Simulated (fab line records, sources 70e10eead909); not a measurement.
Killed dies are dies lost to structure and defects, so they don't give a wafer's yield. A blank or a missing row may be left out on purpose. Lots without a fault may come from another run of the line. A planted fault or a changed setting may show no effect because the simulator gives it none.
Chamber matching | flow nand_harc | NHARC_A_STAIRCASE_TRIM_220 on rie_diel-01: 4 sister chambers
The step chemistry O2, time 211.2 s. 22 wafers are shown with their chamber, then 11 later ones without.

WAFERS WITH THEIR CHAMBER
wafer  | chamber | showerhead_plenum_p_Torr (Torr) | drypump_motor_current_A (A) | oes_product_au (a.u.)
L075.1 | 3       | 3.36                            | 6.0                         | 1.013
L075.4 | 1       | 3.61                            | 5.2                         | 1.010
L075.6 | 1       | 3.61                            | 5.1                         | 0.995
L079.1 | 1       | 3.60                            | 5.2                         | 0.981
L079.2 | 0       | 3.77                            | 5.2                         | 1.021
L079.4 | 1       | 3.60                            | 5.2                         | 0.997
L081.3 | 0       | 3.77                            | 5.3                         | 1.008
L081.4 | 3       | 3.35                            | 5.9                         | 0.997
L081.5 | 1       | 3.60                            | 5.2                         | 0.980
L085.1 | 1       | 3.60                            | 5.2                         | 0.991
L085.4 | 2       | 3.61                            | 6.6                         | 1.004
L085.6 | 1       | 3.60                            | 5.1                         | 0.977
L087.1 | 3       | 3.34                            | 6.0                         | 1.000
L087.3 | 2       | 3.60                            | 6.6                         | 1.005
L087.5 | 3       | 3.34                            | 6.0                         | 1.007
L087.2 | 0       | 3.75                            | 5.3                         | 1.014
L087.4 | 1       | 3.59                            | 5.2                         | 1.002
L087.6 | 2       | 3.60                            | 6.6                         | 1.008
L089.1 | 0       | 3.75                            | 5.3                         | 1.016
L089.4 | 1       | 3.59                            | 5.2                         | 0.992
L089.5 | 0       | 3.75                            | 5.3                         | 1.014
L089.2 | 3       | 3.34                            | 6.0                         | 1.000

SIGNATURES (means of the wafers above)
reading                  | chamber 0 | chamber 1 | chamber 2 | chamber 3 | scatter within a chamber
showerhead_plenum_p_Torr | 3.7580    | 3.6000    | 3.6033    | 3.3460    | 0.00839
drypump_motor_current_A  | 5.280     | 5.178     | 6.600     | 5.980     | 0.0419
oes_product_au           | 1.01460   | 0.99167   | 1.00567   | 1.00340   | 0.00821
Rule: a wafer's distance from a chamber is the root of the sum, over the readings, of the square of ((its reading less the chamber's mean) divided by the reading's scatter). The wafer belongs to the nearest chamber; if the next one is less than 2 further off, it can't be placed. The scatter: the root of (the sum of the squares of (reading less its chamber's mean) over the shown wafers, divided by (wafers less chambers)).

WAFERS WITHOUT THEIR CHAMBER
wafer  | showerhead_plenum_p_Torr (Torr) | drypump_motor_current_A (A) | oes_product_au (a.u.)
L089.3 | 3.60                            | 6.6                         | 0.997
L089.6 | 3.59                            | 5.2                         | 1.003
L091.2 | 3.60                            | 6.6                         | 1.000
L091.4 | 3.75                            | 5.3                         | 1.014
L091.5 | 3.59                            | 5.1                         | 0.978
L092.2 | 3.75                            | 5.3                         | 1.015
L092.5 | 3.33                            | 5.9                         | 1.011
L092.6 | 3.60                            | 6.6                         | 0.991
L096.1 | 3.33                            | 6.0                         | 1.011
L096.2 | 3.58                            | 5.2                         | 0.995
L096.3 | 3.59                            | 6.5                         | 0.999

WHICH CHAMBER EACH WENT THROUGH
wafer  | from the rows above | in truth
L089.3 | 2                   | 2
L089.6 | 1                   | 1
L091.2 | 2                   | 2
L091.4 | 0                   | 0
L091.5 | 1                   | 1
L092.2 | 0                   | 0
L092.5 | 3                   | 3
L092.6 | 2                   | 2
L096.1 | 3                   | 3
L096.2 | 1                   | 1
L096.3 | 2                   | 2
Placed correctly: 11 of 11. Can't be placed from these rows: 0. Placed wrongly: 0.
